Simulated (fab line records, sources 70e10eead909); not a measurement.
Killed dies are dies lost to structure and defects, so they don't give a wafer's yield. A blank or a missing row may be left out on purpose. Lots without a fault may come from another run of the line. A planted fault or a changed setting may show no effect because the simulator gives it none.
One fault seen from 2 desks | flow nand_harc | each desk has only its own numbers; what lay behind them comes last

THE METROLOGY DESK
What the gauges read, lot by lot, whatever tool the lot ran on: means of the sampled wafers that have a number. A lot is out of limits, marked OUT, if its mean lies more than 4 standard deviations from the usual mean; the brackets give that distance.
Columns: A = overlay_x_nm at NHARC_A_BLC_OVL_MEAS_11, usual -0.2 nm; B = overlay_y_nm at NHARC_A_BLC_OVL_MEAS_11, usual -0.3 nm; C = cd_nm at NHARC_A_M0_CD_MEAS_09, usual 80.1 nm; D = cd_nm at NHARC_A_M0_CD_MEAS_16, usual 79.8 nm
lot  | first seen here | A    | B    | C               | D
L108 | day 23 01:08    | -1.1 | -1.0 | 80.2            | 80.0
L109 | day 23 03:40    | -0.7 | -0.7 | 80.6            | 79.7
L112 | day 23 14:43    | -0.8 | 0.6  | 79.5            | 79.7
L110 | day 23 17:01    | -1.1 | -0.2 | 80.7            | 80.8
L113 | day 25 08:59    | -0.0 | 0.3  | 79.9            | 79.8
L116 | day 26 07:41    | 1.5  | 1.2  | 80.0            | 79.4
L123 | day 28 20:18    | 0.8  | -0.8 | 89.9 (+17) OUT  | 89.2 (+14) OUT
L124 | day 29 17:36    | -0.4 | -0.4 | 87.7 (+13) OUT  | 87.2 (+11) OUT
L126 | day 29 19:21    | 0.2  | -0.2 | 85.5 (+9.4) OUT | 86.0 (+9.3) OUT
L129 | day 31 04:28    | 1.3  | 0.6  | 80.9            | 81.1
L128 | day 31 06:30    | 0.5  | -1.0 | 80.7            | 80.0
L131 | day 31 19:31    | -0.6 | -1.0 | 79.7            | 80.1
This desk's finding: out of limits on L123, L124, L126; first on L123, day 29 00:07 (cd_nm at NHARC_A_M0_CD_MEAS_09). In limits: L108, L109, L112, L110, L113, L116, L129, L128, L131.

THE TOOL OWNER'S DESK: arfi_scanner-03
The tool's own readings at NHARC_A_M0_EXPOSE_06 (exposes mask A M0, target cd 80 nm): means of the sampled wafers that have a number, for each lot that ran on this tool. A lot is out of limits, marked OUT, if its mean lies more than 4 standard deviations from the usual mean; the brackets give that distance.
Columns: A = exposure_dose_mJ_cm2 at NHARC_A_M0_EXPOSE_06, usual 83.25
lot  | first seen here | A
L108 | day 23 04:56    | 83.40
L109 | day 23 07:21    | 83.24
L123 | day 28 23:59    | 95.88 (+99 or more) OUT
L124 | day 29 21:17    | 93.40 (+99 or more) OUT
L126 | day 29 23:04    | 91.31 (+97) OUT
This desk's finding: out of limits on L123, L124, L126; first on L123, day 28 23:59 (exposure_dose_mJ_cm2 at NHARC_A_M0_EXPOSE_06). In limits: L108, L109.

PUT TOGETHER
The tool owner's desk could have raised an alarm at day 28 23:59, on L123, L124, L126.
The metrology desk could have raised an alarm at day 29 00:07, on L123, L124, L126.
Of the lots named, all ran NHARC_A_M0_EXPOSE_06 on arfi_scanner-03.

WHAT THE SIMULATOR HAD PUT IN
Process parameter drift: arfi_scanner-03, from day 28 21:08 on, at NHARC_A_M0_EXPOSE_06. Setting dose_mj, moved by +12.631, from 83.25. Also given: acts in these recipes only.
Lots struck among those shown: L123, L124, L126.
Hours from the fault's start to each desk's first reading out of limits: the tool owner's desk, 3; the metrology desk, 3.
